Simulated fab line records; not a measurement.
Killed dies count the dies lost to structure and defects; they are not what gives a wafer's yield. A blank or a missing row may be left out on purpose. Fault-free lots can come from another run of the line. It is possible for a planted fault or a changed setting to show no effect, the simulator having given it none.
Matching of chambers | flow nand harc | rie diel-12 running NHARC_A_STAIRCASE_TRIM_220: 4 sister chambers
The step chemistry O2, time 211.2 s. 24 wafers are shown with their chamber, then 12 later ones without.

WAFERS WITH THEIR CHAMBER
wafer  | chamber | drypump motor current A (A) | oes product au (a.u.) | showerhead plenum p Torr (Torr)
L077.2 | 1       | 5.4                         | 1.010                 | 3.27
L077.5 | 1       | 5.4                         | 1.010                 | 3.27
L077.6 | 2       | 5.1                         | 0.980                 | 3.57
L077.1 | 0       | 6.2                         | 0.992                 | 3.42
L077.3 | 2       | 5.1                         | 0.979                 | 3.56
L077.4 | 3       | 6.1                         | 0.999                 | 3.58
L078.2 | 3       | 6.1                         | 0.987                 | 3.58
L078.3 | 0       | 6.2                         | 0.995                 | 3.42
L078.6 | 3       | 6.1                         | 0.979                 | 3.58
L079.2 | 2       | 5.1                         | 0.984                 | 3.56
L079.3 | 0       | 6.2                         | 1.000                 | 3.41
L079.6 | 2       | 5.1                         | 0.974                 | 3.56
L082.1 | 3       | 6.1                         | 1.002                 | 3.57
L082.4 | 3       | 6.1                         | 1.002                 | 3.57
L082.6 | 2       | 5.1                         | 0.983                 | 3.56
L083.1 | 0       | 6.2                         | 0.977                 | 3.40
L083.4 | 1       | 5.4                         | 1.022                 | 3.80
L083.6 | 2       | 5.1                         | 1.008                 | 3.55
L089.4 | 3       | 6.1                         | 1.011                 | 3.56
L089.5 | 3       | 6.2                         | 1.004                 | 3.56
L089.6 | 2       | 5.1                         | 1.006                 | 3.55
L090.1 | 0       | 6.2                         | 0.988                 | 3.39
L090.3 | 1       | 5.4                         | 1.010                 | 3.79
L090.6 | 3       | 6.1                         | 1.007                 | 3.56

SIGNATURES (averages over the wafers above)
reading                  | chamber 0 | chamber 1 | chamber 2 | chamber 3 | scatter within a chamber
drypump motor current A  | 6.200     | 5.400     | 5.100     | 6.112     | 0.0209
oes product au           | 0.99040   | 1.01300   | 0.98771   | 0.99887   | 0.0107
showerhead plenum p Torr | 3.4080    | 3.5325    | 3.5586    | 3.5700    | 0.118
Rule: for each reading, subtract the chamber's mean from the wafer's reading, divide by that reading's scatter and square the result; add these up over the readings and take the root, which gives the wafer's distance from the chamber. The wafer belongs to the nearest chamber; if the next one is less than 2 further off, it can't be placed. The scatter is the square root of a quotient: the sum, over the shown wafers, of each reading's squared deviation from its chamber's mean, divided by wafers minus chambers.

WAFERS MISSING THEIR CHAMBER
wafer  | drypump motor current A (A) | oes product au (a.u.) | showerhead plenum p Torr (Torr)
L091.1 | 5.1                         | 1.001                 | 3.54
L091.4 | 6.1                         | 0.995                 | 3.56
L091.5 | 5.1                         | 1.003                 | 3.54
L095.2 | 5.4                         | 1.008                 | 3.78
L095.3 | 6.1                         | 1.007                 | 3.55
L095.4 | 5.1                         | 1.001                 | 3.54
L096.4 | 5.4                         | 0.997                 | 3.78
L096.5 | 5.4                         | 1.014                 | 3.78
L096.6 | 5.1                         | 1.001                 | 3.53
L097.3 | 5.1                         | 1.007                 | 3.53
L097.4 | 6.1                         | 0.999                 | 3.55
L097.5 | 5.1                         | 0.996                 | 3.53

WHICH CHAMBER EACH WENT THROUGH
wafer  | from the rows above | in truth
L091.1 | 2                   | 2
L091.4 | 3                   | 3
L091.5 | 2                   | 2
L095.2 | 1                   | 1
L095.3 | 3                   | 3
L095.4 | 2                   | 2
L096.4 | 1                   | 1
L096.5 | 1                   | 1
L096.6 | 2                   | 2
L097.3 | 2                   | 2
L097.4 | 3                   | 3
L097.5 | 2                   | 2
12 of 12 placed correctly. From these rows, 0 cannot be placed. Wrongly placed: 0.
